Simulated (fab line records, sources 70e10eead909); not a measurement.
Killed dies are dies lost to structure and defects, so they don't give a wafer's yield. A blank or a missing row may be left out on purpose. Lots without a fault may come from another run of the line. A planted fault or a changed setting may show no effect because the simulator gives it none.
A struck lot beside a sound one | flow nand_harc | 38 steps out of a route of 1159
Sound: wafers L988.3, L988.4, L988.6. Struck: wafers L999.2, L999.5, L999.6. The cause comes at the end.
At each step with rows: each side's tool, then ch and its chambers, then its first start. Under that, the readings that differ: sound wafers | struck wafers | difference of the means | sigmas: that difference in standard deviations of wafers without a fault.
alike: readings whose means differ by less than 2 such deviations, and words and numbers that are the same on both sides. not compared: withheld readings, readings that some wafer has no value for, bounds like >300 that may hide the same value, and numbers for which the record gives no deviation and whose values overlap.
The two part at a step that has a row with sigmas, a row that says differs or no value, or rows on one side only. Numbers that don't overlap but have no deviation are shown without sigmas and don't part them. A reading that every wafer of one side lacks parts them only if that side has two wafers or more.

first, 9 steps without rows for these wafers: NHARC_A_STAIRCASE_HMDS_434 (time 30 s); NHARC_A_STAIRCASE_COAT_435; NHARC_A_STAIRCASE_SOFTBAKE_436 (time 170 s); NHARC_A_STAIRCASE_EBR_437; NHARC_A_STAIRCASE_EXPOSE_438 (exposes mask STAIR REV); NHARC_A_STAIRCASE_PEB_439 (peb time 130 s); NHARC_A_STAIRCASE_DEVELOP_440 (time 140 s); NHARC_A_STAIRCASE_HARDBAKE_442 (time 140 s); NHARC_A_STAIRCASE_DESCUM_443 (chemistry O2, time 3 s).
NHARC_A_STAIRCASE_ETCH_444: etches the open film in C4F8/O2, target depth 10200 nm, time 3400 s.
  sound on rie_diel-09 ch 1,2,3, day 17 14:20; struck on rie_diel-10 ch 0,1,2, day 19 10:30
  alike: oes_product_au, rf_vpp_V
  not compared: rf_hours_counter_h
NHARC_A_STAIRCASE_STRIP_446: strips in O2.
  sound on plasma_asher-01 ch 0,1, day 17 16:26; struck on plasma_asher-02 ch 0,1, day 19 12:19
  alike: drypump_motor_current_A, heater_power_w
  not compared: rf_hours_counter_h
then, 3 steps without rows for these wafers: NHARC_A_STAIRCASE_STRIP_447 (strips in SPM, time 900 s); NHARC_A_STAIRCASE_PRECLEAN_448 (cleans in SC1); NHARC_A_STAIRCASE_SRD_449.
NHARC_A_STAIRCASE_CMP_450: polishes SiO2, target thk 200 nm.
  sound on cmp-01 ch 1,2,3, day 17 17:09; struck on cmp-04 ch 0,3, day 19 13:10
  alike: motor_current_A
then, 5 steps without rows for these wafers: NHARC_A_STAIRCASE_CMP_152 (polishes); NHARC_A_STAIRCASE_SRD_154; NHARC_A_STAIRCASE_ETCH_403 (etches SiO2 in dHF, target depth 108.2 nm); NHARC_A_STAIRCASE_ETCHBACK_422 (etches the open film in CH3F/O2, target depth 40 nm, time 74.286 s); NHARC_A_STAIRCASE_ETCH_423 (etches SiO2 in dHF, target depth 30 nm).
NHARC_A_STAIRCASE_ETCHBACK_157: etches the open film in CH3F/O2, target depth 90 nm, time 167.14 s.
  sound on rie_diel-10 ch 0,2,3, day 17 18:03; struck on rie_diel-10 ch 0,2,3, day 19 14:11
  alike: drypump_motor_current_A, oes_product_au, rf_vpp_V, showerhead_plenum_p_Torr, throttle_valve_pct
  not compared: rf_hours_counter_h
then, 1 step without rows for these wafers: NHARC_A_STAIRCASE_STRIP_475 (strips in O2, time 20 s).
NHARC_A_STAIRCASE_DEP_471: deposits SiO2, target thk 100 nm.
  sound on pecvd-02 ch 0,1, day 17 18:21; struck on pecvd-02 ch 0,1, day 19 14:26
  alike: heater_power_w, throttle_valve_pct
then, 2 steps without rows for these wafers: NHARC_A_STAIRCASE_CMP_472 (polishes SiO2); NHARC_A_STAIRCASE_SRD_474.
NHARC_A_SGD_CUT_DEP_00: deposits SiNx, target thk 50 nm.
  sound on pecvd-04 ch 0,2, day 17 19:04; struck on pecvd-04 ch 0,1,2, day 19 15:08
  alike: heater_power_w
then, 10 steps without rows for these wafers: NHARC_A_SGD_CUT_DEHYDRATE_01 (time 120 s); NHARC_A_SGD_CUT_HMDS_02 (time 30 s); NHARC_A_SGD_CUT_COAT_56 (time 75 s); NHARC_A_SGD_CUT_COAT_57 (time 65 s); NHARC_A_SGD_CUT_COAT_03 (resist thk 90 nm); NHARC_A_SGD_CUT_SOFTBAKE_04 (time 55 s); NHARC_A_SGD_CUT_EBR_05; NHARC_A_SGD_CUT_EXPOSE_06 (exposes mask SGD); NHARC_A_SGD_CUT_PEB_07 (peb time 65 s); NHARC_A_SGD_CUT_DEVELOP_08 (develop time 35 s).
NHARC_A_SGD_CUT_CD_MEAS_09: target cd 100 nm.
  sound on cd_sem-01 ch 0, day 17 19:46; struck on cd_sem-02 ch 0, day 19 15:59
  alike: cd_nm
-- the record jumps here: 6 days lie between the struck wafers' starts before and after (it left off in module A_SGD_CUT and takes up again in module END, whose first step shown is number 1159 of the route) --
NHARC_END_SORT_01:
  the record has rows for the struck wafers here (prober-02 ch 0, day 25 08:18) and none for the sound ones

WHERE THEY PART
Only at NHARC_END_SORT_01, within this record.

WHY: what the simulator had put in
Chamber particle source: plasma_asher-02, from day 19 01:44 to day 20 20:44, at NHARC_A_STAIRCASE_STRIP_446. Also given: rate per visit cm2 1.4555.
